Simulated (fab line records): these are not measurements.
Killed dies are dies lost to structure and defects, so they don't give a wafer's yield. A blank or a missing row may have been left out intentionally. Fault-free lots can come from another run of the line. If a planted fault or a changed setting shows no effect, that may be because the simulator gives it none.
Which tool was responsible? / flow nand-harc / 24 lots, 72 wafers sampled, at 6 steps of a route of 1302

WHAT THE GAUGES READ, wafer by wafer
NHARC_P_STI_OCD_MEAS_43. Usual: trench-depth-nm 299 nm, standard deviation 4.4; trench-foot-cd-nm 158.2 nm, standard deviation 2.7.
lot=L074; measured=day 2 23:25; on=ocd-01; trench-depth-nm (nm)=296 299 303; trench-foot-cd-nm (nm)=160.1 159.0 161.4; flag=
lot=L075; measured=day 3 10:03; on=ocd-02; trench-depth-nm (nm)=295 298 296; trench-foot-cd-nm (nm)=161.0 158.5 157.9; flag=
lot=L076; measured=day 3 20:17; on=ocd-01; trench-depth-nm (nm)=302 299 299; trench-foot-cd-nm (nm)=161.3 160.5 160.4; flag=
lot=L077; measured=day 4 02:53; on=ocd-02; trench-depth-nm (nm)=297 303 300; trench-foot-cd-nm (nm)=159.0 159.5 158.8; flag=
lot=L078; measured=day 4 12:29; on=ocd-01; trench-depth-nm (nm)=304 301 299; trench-foot-cd-nm (nm)=155.4 155.7 154.8; flag=
lot=L079; measured=day 4 21:39; on=ocd-02; trench-depth-nm (nm)=302 300 292; trench-foot-cd-nm (nm)=159.7 158.6 160.2; flag=
lot=L080; measured=day 5 09:57; on=ocd-02; trench-depth-nm (nm)=296 291 296; trench-foot-cd-nm (nm)=160.7 162.4 160.3; flag=
lot=L081; measured=day 5 19:02; on=ocd-02; trench-depth-nm (nm)=291 300 298; trench-foot-cd-nm (nm)=153.3 154.4 155.4; flag=
lot=L082; measured=day 6 07:01; on=ocd-01; trench-depth-nm (nm)=304 303 299; trench-foot-cd-nm (nm)=152.6 154.1 157.8; flag=
lot=L083; measured=day 6 16:07; on=ocd-01; trench-depth-nm (nm)=298 299 294; trench-foot-cd-nm (nm)=155.0 152.5 154.6; flag=
lot=L084; measured=day 7 01:25; on=ocd-01; trench-depth-nm (nm)=303 303 301; trench-foot-cd-nm (nm)=155.0 156.7 154.6; flag=
lot=L085; measured=day 7 11:18; on=ocd-01; trench-depth-nm (nm)=296 293 303; trench-foot-cd-nm (nm)=159.6 160.4 160.7; flag=
lot=L086; measured=day 7 20:03; on=ocd-02; trench-depth-nm (nm)=300 301 297; trench-foot-cd-nm (nm)=157.0 156.7 162.0; flag=
lot=L087; measured=day 8 06:49; on=ocd-02; trench-depth-nm (nm)=296 303 295; trench-foot-cd-nm (nm)=159.6 158.3 157.5; flag=
lot=L088; measured=day 8 15:46; on=ocd-01; trench-depth-nm (nm)=302 305 298; trench-foot-cd-nm (nm)=154.3 151.6 159.2; flag=
lot=L089; measured=day 9 04:49; on=ocd-02; trench-depth-nm (nm)=300 293 300; trench-foot-cd-nm (nm)=160.3 159.8 162.1; flag=
lot=L090; measured=day 9 14:01; on=ocd-01; trench-depth-nm (nm)=303 301 302; trench-foot-cd-nm (nm)=159.4 160.5 160.3; flag=
lot=L091; measured=day 9 22:20; on=ocd-02; trench-depth-nm (nm)=297 296 300; trench-foot-cd-nm (nm)=156.3 157.8 157.8; flag=
lot=L092; measured=day 10 10:33; on=ocd-01; trench-depth-nm (nm)=293 302 294; trench-foot-cd-nm (nm)=158.1 158.7 159.2; flag=
lot=L093; measured=day 10 23:42; on=ocd-01; trench-depth-nm (nm)=302 296 297; trench-foot-cd-nm (nm)=157.8 156.0 158.0; flag=
lot=L094; measured=day 11 06:47; on=ocd-01; trench-depth-nm (nm)=290 296 296; trench-foot-cd-nm (nm)=155.6 157.0 154.8; flag=
lot=L095; measured=day 11 14:37; on=ocd-02; trench-depth-nm (nm)=292 305 292; trench-foot-cd-nm (nm)=160.6 157.4 158.9; flag=
lot=L096; measured=day 12 02:11; on=ocd-01; trench-depth-nm (nm)=301 303 302; trench-foot-cd-nm (nm)=160.0 159.6 158.3; flag=
lot=L097; measured=day 12 17:43; on=ocd-02; trench-depth-nm (nm)=306 297 299; trench-foot-cd-nm (nm)=153.9 158.4 156.4; flag=

NHARC_P_M0_CD_MEAS_09 targets a cd of 90 nm. Usual: cd-nm reads 90.1 nm (standard deviation 0.55).
lot=L074; measured=day 6 02:03; on=cd-sem-01; cd-nm (nm)=90.7 90.2 90.4; flag=
lot=L075; measured=day 6 20:13; on=cd-sem-03; cd-nm (nm)=90.0 89.9 90.7; flag=
lot=L076; measured=day 7 05:59; on=cd-sem-03; cd-nm (nm)=89.4 89.9 89.1; flag=
lot=L077; measured=day 7 08:29; on=cd-sem-03; cd-nm (nm)=90.1 89.7 90.6; flag=
lot=L078; measured=day 7 14:18; on=cd-sem-03; cd-nm (nm)=89.5 89.5 90.1; flag=
lot=L079; measured=day 8 05:19; on=cd-sem-01; cd-nm (nm)=90.0 91.1 90.0; flag=
lot=L080; measured=day 8 15:50; on=cd-sem-03; cd-nm (nm)=90.0 89.8 89.8; flag=
lot=L081; measured=day 8 21:08; on=cd-sem-01; cd-nm (nm)=89.4 90.7 89.6; flag=
lot=L082; measured=day 9 08:11; on=cd-sem-02; cd-nm (nm)=89.9 89.6 90.7; flag=
lot=L083; measured=day 9 21:43; on=cd-sem-03; cd-nm (nm)=89.6 89.6 90.7; flag=
lot=L084; measured=day 10 02:02; on=cd-sem-03; cd-nm (nm)=90.3 89.6 90.3; flag=
lot=L085; measured=day 10 14:27; on=cd-sem-01; cd-nm (nm)=90.3 90.5 90.6; flag=
lot=L086; measured=day 10 23:43; on=cd-sem-01; cd-nm (nm)=90.2 91.2 91.0; flag=
lot=L087; measured=day 11 10:52; on=cd-sem-01; cd-nm (nm)=90.5 90.1 91.5; flag=
lot=L088; measured=day 12 07:29; on=cd-sem-01; cd-nm (nm)=90.2 91.1 91.2; flag=
lot=L089; measured=day 12 06:28; on=cd-sem-01; cd-nm (nm)=90.1 90.0 89.6; flag=
lot=L090; measured=day 13 04:16; on=cd-sem-01; cd-nm (nm)=89.6 90.0 90.9; flag=
lot=L091; measured=day 13 07:56; on=cd-sem-01; cd-nm (nm)=90.3 90.8 90.5; flag=
lot=L092; measured=day 13 17:02; on=cd-sem-03; cd-nm (nm)=90.3 89.0 90.1; flag=
lot=L093; measured=day 14 10:53; on=cd-sem-01; cd-nm (nm)=90.1 90.0 90.9; flag=
lot=L094; measured=day 14 10:05; on=cd-sem-03; cd-nm (nm)=90.6 91.2 90.0; flag=
lot=L095; measured=day 15 06:38; on=cd-sem-03; cd-nm (nm)=89.8 90.3 90.3; flag=
lot=L096; measured=day 15 11:57; on=cd-sem-01; cd-nm (nm)=89.5 89.3 90.2; flag=
lot=L097; measured=day 16 01:18; on=cd-sem-02; cd-nm (nm)=89.7 89.4 89.6; flag=

NHARC_P_M1_CD_MEAS_16. Usual: cd-nm reads 129.7 nm (standard deviation 0.79).
lot=L074; measured=day 6 07:05; on=cd-sem-03; cd-nm (nm)=130.0 129.3 129.8; flag=
lot=L075; measured=day 7 00:39; on=cd-sem-03; cd-nm (nm)=129.5 129.0 130.2; flag=
lot=L076; measured=day 7 10:25; on=cd-sem-01; cd-nm (nm)=129.2 128.9 129.3; flag=
lot=L077; measured=day 7 13:00; on=cd-sem-01; cd-nm (nm)=130.6 130.2 131.8; flag=
lot=L078; measured=day 7 19:32; on=cd-sem-03; cd-nm (nm)=130.3 131.0 131.1; flag=
lot=L079; measured=day 8 09:45; on=cd-sem-01; cd-nm (nm)=130.2 130.1 130.5; flag=
lot=L080; measured=day 8 20:22; on=cd-sem-01; cd-nm (nm)=129.5 128.9 130.0; flag=
lot=L081; measured=day 9 01:58; on=cd-sem-03; cd-nm (nm)=130.0 130.1 129.8; flag=
lot=L082; measured=day 9 12:44; on=cd-sem-02; cd-nm (nm)=130.2 129.7 129.5; flag=
lot=L083; measured=day 10 02:15; on=cd-sem-03; cd-nm (nm)=128.7 129.2 128.5; flag=
lot=L084; measured=day 10 06:50; on=cd-sem-01; cd-nm (nm)=130.7 130.9 130.2; flag=
lot=L085; measured=day 10 19:01; on=cd-sem-02; cd-nm (nm)=130.2 129.9 130.0; flag=
lot=L086; measured=day 11 04:17; on=cd-sem-03; cd-nm (nm)=130.0 128.1 128.9; flag=
lot=L087; measured=day 11 15:21; on=cd-sem-02; cd-nm (nm)=128.1 129.7 128.6; flag=
lot=L088; measured=day 12 12:25; on=cd-sem-03; cd-nm (nm)=129.5 129.6 129.6; flag=
lot=L089; measured=day 12 12:23; on=cd-sem-01; cd-nm (nm)=130.1 128.1 130.2; flag=
lot=L090; measured=day 13 08:56; on=cd-sem-02; cd-nm (nm)=130.5 129.7 131.0; flag=
lot=L091; measured=day 13 12:35; on=cd-sem-01; cd-nm (nm)=130.5 129.7 129.8; flag=
lot=L092; measured=day 13 22:05; on=cd-sem-01; cd-nm (nm)=131.7 129.4 130.2; flag=
lot=L093; measured=day 14 15:34; on=cd-sem-02; cd-nm (nm)=128.9 131.5 131.7; flag=
lot=L094; measured=day 14 14:44; on=cd-sem-01; cd-nm (nm)=128.3 129.4 129.6; flag=
lot=L095; measured=day 15 11:04; on=cd-sem-01; cd-nm (nm)=129.0 129.5 130.4; flag=
lot=L096; measured=day 15 17:25; on=cd-sem-01; cd-nm (nm)=130.5 130.9 130.2; flag=
lot=L097; measured=day 16 05:51; on=cd-sem-03; cd-nm (nm)=130.2 130.1 131.4; flag=

WHAT TOOL EACH LOT RAN ON (gives the tool, then ch and the chambers of the sampled wafers, and finally the start)
lot=L074; NHARC_P_STI_ETCH_31=rie-diel-03 ch 0,1,2, day 2 23:25 or earlier; NHARC_P_CONTACT_ETCH_18=rie-diel-12 ch 0,2,3, day 6 00:44 or earlier; NHARC_P_CONTACT_CMP_24=cmp-01 ch 0,1,2, day 6 00:44
lot=L075; NHARC_P_STI_ETCH_31=rie-diel-03 ch 1,2,3, day 3 10:03 or earlier; NHARC_P_CONTACT_ETCH_18=rie-diel-04 ch 0,1,3, day 6 18:56 or earlier; NHARC_P_CONTACT_CMP_24=cmp-04 ch 0,1, day 6 18:56
lot=L076; NHARC_P_STI_ETCH_31=rie-diel-03 ch 1,2, day 3 20:17 or earlier; NHARC_P_CONTACT_ETCH_18=rie-diel-12 ch 1,2,3, day 7 04:41 or earlier; NHARC_P_CONTACT_CMP_24=cmp-04 ch 0,3, day 7 04:41
lot=L077; NHARC_P_STI_ETCH_31=rie-diel-06 ch 0,1,3, day 4 02:53 or earlier; NHARC_P_CONTACT_ETCH_18=rie-diel-04 ch 0,1,3, day 7 07:19 or earlier; NHARC_P_CONTACT_CMP_24=cmp-01 ch 0,2,3, day 7 07:19
lot=L078; NHARC_P_STI_ETCH_31=rie-diel-06 ch 2,3, day 4 12:29 or earlier; NHARC_P_CONTACT_ETCH_18=rie-diel-10 ch 0,2,3, day 7 13:04 or earlier; NHARC_P_CONTACT_CMP_24=cmp-01 ch 0,1,2, day 7 13:04
lot=L079; NHARC_P_STI_ETCH_31=rie-diel-01 ch 0,1,2, day 4 21:39 or earlier; NHARC_P_CONTACT_ETCH_18=rie-diel-10 ch 0,3, day 8 04:02 or earlier; NHARC_P_CONTACT_CMP_24=cmp-04 ch 0,1,3, day 8 04:02
lot=L080; NHARC_P_STI_ETCH_31=rie-diel-01 ch 0,1, day 5 09:57 or earlier; NHARC_P_CONTACT_ETCH_18=rie-diel-12 ch 1,2, day 8 14:41 or earlier; NHARC_P_CONTACT_CMP_24=cmp-04 ch 0,2,3, day 8 14:41
lot=L081; NHARC_P_STI_ETCH_31=rie-diel-06 ch 2,3, day 5 19:02 or earlier; NHARC_P_CONTACT_ETCH_18=rie-diel-12 ch 0,1, day 8 19:52 or earlier; NHARC_P_CONTACT_CMP_24=cmp-03 ch 2,3, day 8 19:52
lot=L082; NHARC_P_STI_ETCH_31=rie-diel-01 ch 2,3, day 6 07:01 or earlier; NHARC_P_CONTACT_ETCH_18=rie-diel-12 ch 0,1,2, day 9 06:53 or earlier; NHARC_P_CONTACT_CMP_24=cmp-03 ch 0,3, day 9 06:53
lot=L083; NHARC_P_STI_ETCH_31=rie-diel-03 ch 0,1,2, day 6 16:07 or earlier; NHARC_P_CONTACT_ETCH_18=rie-diel-12 ch 0,1,3, day 9 20:24 or earlier; NHARC_P_CONTACT_CMP_24=cmp-01 ch 0,3, day 9 20:24
lot=L084; NHARC_P_STI_ETCH_31=rie-diel-03 ch 0,3, day 7 01:25 or earlier; NHARC_P_CONTACT_ETCH_18=rie-diel-04 ch 0,1, day 10 00:44 or earlier; NHARC_P_CONTACT_CMP_24=cmp-03 ch 0,1,2, day 10 00:44
lot=L085; NHARC_P_STI_ETCH_31=rie-diel-01 ch 0,2,3, day 7 11:18 or earlier; NHARC_P_CONTACT_ETCH_18=rie-diel-12 ch 1,2,3, day 10 13:13 or earlier; NHARC_P_CONTACT_CMP_24=cmp-03 ch 0,1,3, day 10 13:13
lot=L086; NHARC_P_STI_ETCH_31=rie-diel-03 ch 2,3, day 7 20:03 or earlier; NHARC_P_CONTACT_ETCH_18=rie-diel-10 ch 0,2, day 10 22:25 or earlier; NHARC_P_CONTACT_CMP_24=cmp-04 ch 0,1,2, day 10 22:25
lot=L087; NHARC_P_STI_ETCH_31=rie-diel-03 ch 0,2,3, day 8 06:49 or earlier; NHARC_P_CONTACT_ETCH_18=rie-diel-04 ch 0,1, day 11 09:43 or earlier; NHARC_P_CONTACT_CMP_24=cmp-04 ch 0,2,3, day 11 09:43
lot=L088; NHARC_P_STI_ETCH_31=rie-diel-03 ch 0,2,3, day 8 15:46 or earlier; NHARC_P_CONTACT_ETCH_18=rie-diel-12 ch 1,3, day 12 06:03 or earlier; NHARC_P_CONTACT_CMP_24=cmp-03 ch 0,1,3, day 12 06:03
lot=L089; NHARC_P_STI_ETCH_31=rie-diel-06 ch 1,2, day 9 04:49 or earlier; NHARC_P_CONTACT_ETCH_18=rie-diel-10 ch 0,3, day 12 05:19 or earlier; NHARC_P_CONTACT_CMP_24=cmp-01 ch 0,1, day 12 05:19
lot=L090; NHARC_P_STI_ETCH_31=rie-diel-03 ch 0,3, day 9 14:01 or earlier; NHARC_P_CONTACT_ETCH_18=rie-diel-10 ch 1,2, day 13 03:01 or earlier; NHARC_P_CONTACT_CMP_24=cmp-04 ch 0,1,2, day 13 03:01
lot=L091; NHARC_P_STI_ETCH_31=rie-diel-01 ch 1,2,3, day 9 22:20 or earlier; NHARC_P_CONTACT_ETCH_18=rie-diel-12 ch 2,3, day 13 06:45 or earlier; NHARC_P_CONTACT_CMP_24=cmp-01 ch 0,1,3, day 13 06:45
lot=L092; NHARC_P_STI_ETCH_31=rie-diel-01 ch 0,1,2, day 10 10:33 or earlier; NHARC_P_CONTACT_ETCH_18=rie-diel-04 ch 0,1,2, day 13 15:52 or earlier; NHARC_P_CONTACT_CMP_24=cmp-03 ch 0,1,3, day 13 15:52
lot=L093; NHARC_P_STI_ETCH_31=rie-diel-01 ch 0,2, day 10 23:42 or earlier; NHARC_P_CONTACT_ETCH_18=rie-diel-04 ch 1,2, day 14 09:36 or earlier; NHARC_P_CONTACT_CMP_24=cmp-04 ch 0,1, day 14 09:36
lot=L094; NHARC_P_STI_ETCH_31=rie-diel-01 ch 1,2, day 11 06:47 or earlier; NHARC_P_CONTACT_ETCH_18=rie-diel-12 ch 0,3, day 14 08:46 or earlier; NHARC_P_CONTACT_CMP_24=cmp-03 ch 1,2,3, day 14 08:46
lot=L095; NHARC_P_STI_ETCH_31=rie-diel-03 ch 1,2,3, day 11 14:37 or earlier; NHARC_P_CONTACT_ETCH_18=rie-diel-12 ch 0,1, day 15 05:28 or earlier; NHARC_P_CONTACT_CMP_24=cmp-04 ch 1,2,3, day 15 05:28
lot=L096; NHARC_P_STI_ETCH_31=rie-diel-06 ch 1,2, day 12 02:11 or earlier; NHARC_P_CONTACT_ETCH_18=rie-diel-12 ch 0,1,2, day 15 10:38 or earlier; NHARC_P_CONTACT_CMP_24=cmp-01 ch 0,1, day 15 10:38
lot=L097; NHARC_P_STI_ETCH_31=rie-diel-03 ch 1,3, day 12 17:43 or earlier; NHARC_P_CONTACT_ETCH_18=rie-diel-10 ch 2,3, day 16 00:01 or earlier; NHARC_P_CONTACT_CMP_24=cmp-01 ch 0,1,2, day 16 00:01
- NHARC_P_STI_ETCH_31: etches the open film in CF4/CHF3, target depth 108.9 nm, time 54.5 s.
- NHARC_P_CONTACT_ETCH_18: etches the open film in C4F8/O2/Ar, target depth 481 nm, time 240.5 s.
- NHARC_P_CONTACT_CMP_24: polishes, t overpolish 30 s, target thk 200 nm.

AS READ BY THE TOOLS THEMSELVES (means over the sampled wafers that have a number; for cases with no such wafer, the mark the record gives instead)
NHARC_P_STI_ETCH_31. Usual: drypump-motor-current-A 5.6 A, standard deviation 0.46; oes-product-au 0.967 a.u., standard deviation 0.017; rf-vpp-V 371.6 V, standard deviation 2.5; showerhead-plenum-p-Torr 1.60 Torr, standard deviation 0.076; throttle-valve-pct 16.804 %, standard deviation 0.0087.
lot=L074; tool=rie-diel-03; drypump-motor-current-A (A)=5.7; oes-product-au (a.u.)=0.985; rf-vpp-V (V)=369.2; showerhead-plenum-p-Torr (Torr)=1.56; throttle-valve-pct (%)=16.796; flag=
lot=L075; tool=rie-diel-03; drypump-motor-current-A (A)=6.0; oes-product-au (a.u.)=0.979; rf-vpp-V (V)=372.8; showerhead-plenum-p-Torr (Torr)=1.62; throttle-valve-pct (%)=16.795; flag=
lot=L076; tool=rie-diel-03; drypump-motor-current-A (A)=5.9; oes-product-au (a.u.)=0.970; rf-vpp-V (V)=372.6; showerhead-plenum-p-Torr (Torr)=1.61; throttle-valve-pct (%)=16.812; flag=
lot=L077; tool=rie-diel-06; drypump-motor-current-A (A)=5.6; oes-product-au (a.u.)=0.971; rf-vpp-V (V)=370.7; showerhead-plenum-p-Torr (Torr)=1.58; throttle-valve-pct (%)=16.810; flag=
lot=L078; tool=rie-diel-06; drypump-motor-current-A (A)=5.7; oes-product-au (a.u.)=0.963; rf-vpp-V (V)=371.4; showerhead-plenum-p-Torr (Torr)=1.60; throttle-valve-pct (%)=16.798; flag=
lot=L079; tool=rie-diel-01; drypump-motor-current-A (A)=5.4; oes-product-au (a.u.)=0.967; rf-vpp-V (V)=371.0; showerhead-plenum-p-Torr (Torr)=1.58; throttle-valve-pct (%)=16.803; flag=
lot=L080; tool=rie-diel-01; drypump-motor-current-A (A)=5.1; oes-product-au (a.u.)=0.976; rf-vpp-V (V)=373.3; showerhead-plenum-p-Torr (Torr)=1.63; throttle-valve-pct (%)=16.811; flag=
lot=L081; tool=rie-diel-06; drypump-motor-current-A (A)=5.7; oes-product-au (a.u.)=0.960; rf-vpp-V (V)=372.4; showerhead-plenum-p-Torr (Torr)=1.60; throttle-valve-pct (%)=16.807; flag=
lot=L082; tool=rie-diel-01; drypump-motor-current-A (A)=5.1; oes-product-au (a.u.)=0.959; rf-vpp-V (V)=372.0; showerhead-plenum-p-Torr (Torr)=1.62; throttle-valve-pct (%)=16.797; flag=
lot=L083; tool=rie-diel-03; drypump-motor-current-A (A)=5.7; oes-product-au (a.u.)=0.977; rf-vpp-V (V)=370.6; showerhead-plenum-p-Torr (Torr)=1.56; throttle-valve-pct (%)=16.795; flag=
lot=L084; tool=rie-diel-03; drypump-motor-current-A (A)=5.8; oes-product-au (a.u.)=0.967; rf-vpp-V (V)=371.9; showerhead-plenum-p-Torr (Torr)=1.62; throttle-valve-pct (%)=16.799; flag=
lot=L085; tool=rie-diel-01; drypump-motor-current-A (A)=5.3; oes-product-au (a.u.)=0.966; rf-vpp-V (V)=371.0; showerhead-plenum-p-Torr (Torr)=1.59; throttle-valve-pct (%)=16.816; flag=
lot=L086; tool=rie-diel-03; drypump-motor-current-A (A)=6.0; oes-product-au (a.u.)=0.926; rf-vpp-V (V)=374.5; showerhead-plenum-p-Torr (Torr)=1.68; throttle-valve-pct (%)=16.794; flag=
lot=L087; tool=rie-diel-03; drypump-motor-current-A (A)=5.7; oes-product-au (a.u.)=0.958; rf-vpp-V (V)=372.4; showerhead-plenum-p-Torr (Torr)=1.62; throttle-valve-pct (%)=16.804; flag=
lot=L088; tool=rie-diel-03; drypump-motor-current-A (A)=5.7; oes-product-au (a.u.)=0.971; rf-vpp-V (V)=372.3; showerhead-plenum-p-Torr (Torr)=1.62; throttle-valve-pct (%)=16.796; flag=
lot=L089; tool=rie-diel-06; drypump-motor-current-A (A)=5.5; oes-product-au (a.u.)=0.986; rf-vpp-V (V)=373.1; showerhead-plenum-p-Torr (Torr)=1.64; throttle-valve-pct (%)=16.801; flag=
lot=L090; tool=rie-diel-03; drypump-motor-current-A (A)=5.8; oes-product-au (a.u.)=0.970; rf-vpp-V (V)=371.6; showerhead-plenum-p-Torr (Torr)=1.62; throttle-valve-pct (%)=16.807; flag=
lot=L091; tool=rie-diel-01; drypump-motor-current-A (A)=5.2; oes-product-au (a.u.)=0.982; rf-vpp-V (V)=372.2; showerhead-plenum-p-Torr (Torr)=1.61; throttle-valve-pct (%)=16.807; flag=
lot=L092; tool=rie-diel-01; drypump-motor-current-A (A)=5.3; oes-product-au (a.u.)=0.963; rf-vpp-V (V)=370.5; showerhead-plenum-p-Torr (Torr)=1.58; throttle-valve-pct (%)=16.804; flag=
lot=L093; tool=rie-diel-01; drypump-motor-current-A (A)=5.5; oes-product-au (a.u.)=0.923; rf-vpp-V (V)=370.1; showerhead-plenum-p-Torr (Torr)=1.56; throttle-valve-pct (%)=16.798; flag=
lot=L094; tool=rie-diel-01; drypump-motor-current-A (A)=5.2; oes-product-au (a.u.)=0.984; rf-vpp-V (V)=371.1; showerhead-plenum-p-Torr (Torr)=1.60; throttle-valve-pct (%)=16.798; flag=
lot=L095; tool=rie-diel-03; drypump-motor-current-A (A)=6.0; oes-product-au (a.u.)=0.970; rf-vpp-V (V)=371.3; showerhead-plenum-p-Torr (Torr)=1.61; throttle-valve-pct (%)=16.807; flag=
lot=L096; tool=rie-diel-06; drypump-motor-current-A (A)=5.5; oes-product-au (a.u.)=0.954; rf-vpp-V (V)=372.8; showerhead-plenum-p-Torr (Torr)=1.64; throttle-valve-pct (%)=16.800; flag=
lot=L097; tool=rie-diel-03; drypump-motor-current-A (A)=6.1; oes-product-au (a.u.)=0.980; rf-vpp-V (V)=370.1; showerhead-plenum-p-Torr (Torr)=1.55; throttle-valve-pct (%)=16.803; flag=

NHARC_P_CONTACT_ETCH_18. Usual: oes-product-au 0.963 a.u., standard deviation 0.017; rf-vpp-V 980 V, standard deviation 5.2.
lot=L074; tool=rie-diel-12; oes-product-au (a.u.)=0.962; rf-vpp-V (V)=977; flag=
lot=L075; tool=rie-diel-04; oes-product-au (a.u.)=0.960; rf-vpp-V (V)=985; flag=
lot=L076; tool=rie-diel-12; oes-product-au (a.u.)=0.965; rf-vpp-V (V)=977; flag=
lot=L077; tool=rie-diel-04; oes-product-au (a.u.)=0.971; rf-vpp-V (V)=985; flag=
lot=L078; tool=rie-diel-10; oes-product-au (a.u.)=0.975; rf-vpp-V (V)=979; flag=
lot=L079; tool=rie-diel-10; oes-product-au (a.u.)=0.978; rf-vpp-V (V)=977; flag=
lot=L080; tool=rie-diel-12; oes-product-au (a.u.)=0.950; rf-vpp-V (V)=980; flag=
lot=L081; tool=rie-diel-12; oes-product-au (a.u.)=0.960; rf-vpp-V (V)=981; flag=
lot=L082; tool=rie-diel-12; oes-product-au (a.u.)=0.960; rf-vpp-V (V)=979; flag=
lot=L083; tool=rie-diel-12; oes-product-au (a.u.)=0.968; rf-vpp-V (V)=980; flag=
lot=L084; tool=rie-diel-04; oes-product-au (a.u.)=0.925; rf-vpp-V (V)=986; flag=
lot=L085; tool=rie-diel-12; oes-product-au (a.u.)=0.923; rf-vpp-V (V)=978; flag=
lot=L086; tool=rie-diel-10; oes-product-au (a.u.)=0.967; rf-vpp-V (V)=984; flag=
lot=L087; tool=rie-diel-04; oes-product-au (a.u.)=0.962; rf-vpp-V (V)=986; flag=
lot=L088; tool=rie-diel-12; oes-product-au (a.u.)=0.980; rf-vpp-V (V)=978; flag=
lot=L089; tool=rie-diel-10; oes-product-au (a.u.)=0.960; rf-vpp-V (V)=978; flag=
lot=L090; tool=rie-diel-10; oes-product-au (a.u.)=0.974; rf-vpp-V (V)=979; flag=
lot=L091; tool=rie-diel-12; oes-product-au (a.u.)=0.963; rf-vpp-V (V)=974; flag=
lot=L092; tool=rie-diel-04; oes-product-au (a.u.)=0.977; rf-vpp-V (V)=984; flag=
lot=L093; tool=rie-diel-04; oes-product-au (a.u.)=0.959; rf-vpp-V (V)=982; flag=
lot=L094; tool=rie-diel-12; oes-product-au (a.u.)=0.981; rf-vpp-V (V)=978; flag=
lot=L095; tool=rie-diel-12; oes-product-au (a.u.)=0.971; rf-vpp-V (V)=981; flag=
lot=L096; tool=rie-diel-12; oes-product-au (a.u.)=0.968; rf-vpp-V (V)=979; flag=
lot=L097; tool=rie-diel-10; oes-product-au (a.u.)=0.966; rf-vpp-V (V)=975; flag=

NHARC_P_CONTACT_CMP_24. Usual: motor-current-A 11.5 A, standard deviation 0.94; overpolish-run-s 29.999 s, standard deviation 0.0087; slurry-filter-dp-kPa 13.50 kPa, standard deviation 0.14; time-to-endpoint-s 39.8 s, standard deviation 3.
lot=L074; tool=cmp-01; motor-current-A (A)=10.6; overpolish-run-s (s)=29.997; slurry-filter-dp-kPa (kPa)=13.52; time-to-endpoint-s (s)=38.9; flag=
lot=L075; tool=cmp-04; motor-current-A (A)=12.4; overpolish-run-s (s)=30.000; slurry-filter-dp-kPa (kPa)=13.44; time-to-endpoint-s (s)=41.0; flag=
lot=L076; tool=cmp-04; motor-current-A (A)=12.3; overpolish-run-s (s)=30.001; slurry-filter-dp-kPa (kPa)=13.48; time-to-endpoint-s (s)=37.3; flag=
lot=L077; tool=cmp-01; motor-current-A (A)=10.7; overpolish-run-s (s)=29.997; slurry-filter-dp-kPa (kPa)=13.48; time-to-endpoint-s (s)=41.0; flag=
lot=L078; tool=cmp-01; motor-current-A (A)=11.1; overpolish-run-s (s)=29.992; slurry-filter-dp-kPa (kPa)=13.52; time-to-endpoint-s (s)=39.9; flag=
lot=L079; tool=cmp-04; motor-current-A (A)=11.7; overpolish-run-s (s)=30.004; slurry-filter-dp-kPa (kPa)=13.63; time-to-endpoint-s (s)=39.2; flag=
lot=L080; tool=cmp-04; motor-current-A (A)=11.9; overpolish-run-s (s)=29.997; slurry-filter-dp-kPa (kPa)=13.50; time-to-endpoint-s (s)=36.5; flag=
lot=L081; tool=cmp-03; motor-current-A (A)=11.8; overpolish-run-s (s)=30.000; slurry-filter-dp-kPa (kPa)=13.58; time-to-endpoint-s (s)=41.5; flag=
lot=L082; tool=cmp-03; motor-current-A (A)=12.4; overpolish-run-s (s)=30.000; slurry-filter-dp-kPa (kPa)=13.48; time-to-endpoint-s (s)=40.8; flag=
lot=L083; tool=cmp-01; motor-current-A (A)=10.6; overpolish-run-s (s)=30.002; slurry-filter-dp-kPa (kPa)=13.41; time-to-endpoint-s (s)=36.9; flag=
lot=L084; tool=cmp-03; motor-current-A (A)=12.0; overpolish-run-s (s)=29.993; slurry-filter-dp-kPa (kPa)=13.36; time-to-endpoint-s (s)=41.8; flag=
lot=L085; tool=cmp-03; motor-current-A (A)=12.5; overpolish-run-s (s)=30.000; slurry-filter-dp-kPa (kPa)=13.51; time-to-endpoint-s (s)=40.1; flag=
lot=L086; tool=cmp-04; motor-current-A (A)=11.7; overpolish-run-s (s)=29.992; slurry-filter-dp-kPa (kPa)=13.52; time-to-endpoint-s (s)=39.0; flag=
lot=L087; tool=cmp-04; motor-current-A (A)=11.7; overpolish-run-s (s)=29.998; slurry-filter-dp-kPa (kPa)=13.58; time-to-endpoint-s (s)=37.4; flag=
lot=L088; tool=cmp-03; motor-current-A (A)=12.0; overpolish-run-s (s)=30.001; slurry-filter-dp-kPa (kPa)=13.57; time-to-endpoint-s (s)=42.6; flag=
lot=L089; tool=cmp-01; motor-current-A (A)=11.1; overpolish-run-s (s)=30.004; slurry-filter-dp-kPa (kPa)=13.63; time-to-endpoint-s (s)=44.5; flag=
lot=L090; tool=cmp-04; motor-current-A (A)=12.2; overpolish-run-s (s)=30.006; slurry-filter-dp-kPa (kPa)=13.50; time-to-endpoint-s (s)=36.7; flag=
lot=L091; tool=cmp-01; motor-current-A (A)=10.7; overpolish-run-s (s)=29.996; slurry-filter-dp-kPa (kPa)=13.56; time-to-endpoint-s (s)=44.2; flag=
lot=L092; tool=cmp-03; motor-current-A (A)=12.4; overpolish-run-s (s)=29.989; slurry-filter-dp-kPa (kPa)=13.49; time-to-endpoint-s (s)=41.9; flag=
lot=L093; tool=cmp-04; motor-current-A (A)=12.3; overpolish-run-s (s)=29.997; slurry-filter-dp-kPa (kPa)=13.62; time-to-endpoint-s (s)=39.2; flag=
lot=L094; tool=cmp-03; motor-current-A (A)=11.7; overpolish-run-s (s)=30.000; slurry-filter-dp-kPa (kPa)=13.65; time-to-endpoint-s (s)=38.1; flag=
lot=L095; tool=cmp-04; motor-current-A (A)=11.1; overpolish-run-s (s)=30.002; slurry-filter-dp-kPa (kPa)=13.57; time-to-endpoint-s (s)=38.6; flag=
lot=L096; tool=cmp-01; motor-current-A (A)=10.4; overpolish-run-s (s)=30.001; slurry-filter-dp-kPa (kPa)=13.67; time-to-endpoint-s (s)=38.2; flag=
lot=L097; tool=cmp-01; motor-current-A (A)=11.2; overpolish-run-s (s)=29.995; slurry-filter-dp-kPa (kPa)=13.40; time-to-endpoint-s (s)=41.8; flag=

THE ANSWER, worked out from the rows above alone
Rule: lot off if the mean of its wafers having a number is beyond 3 standard deviations from the usual mean. Also off: a lot with no number at a reading for which 4 or more lots have one. Where the step has rows for the other lots, those lots are counted as sound. First the gauges in route order, then the tools' own readings, where a lot's mean is used as printed above. The first step at which some lot is off is used, and at that step the reading that is off furthest; a lot without a number counts as furthest.
No lot is off on any of the readings shown, so nothing can be concluded from this.

WHAT THE SIMULATOR PUT IN
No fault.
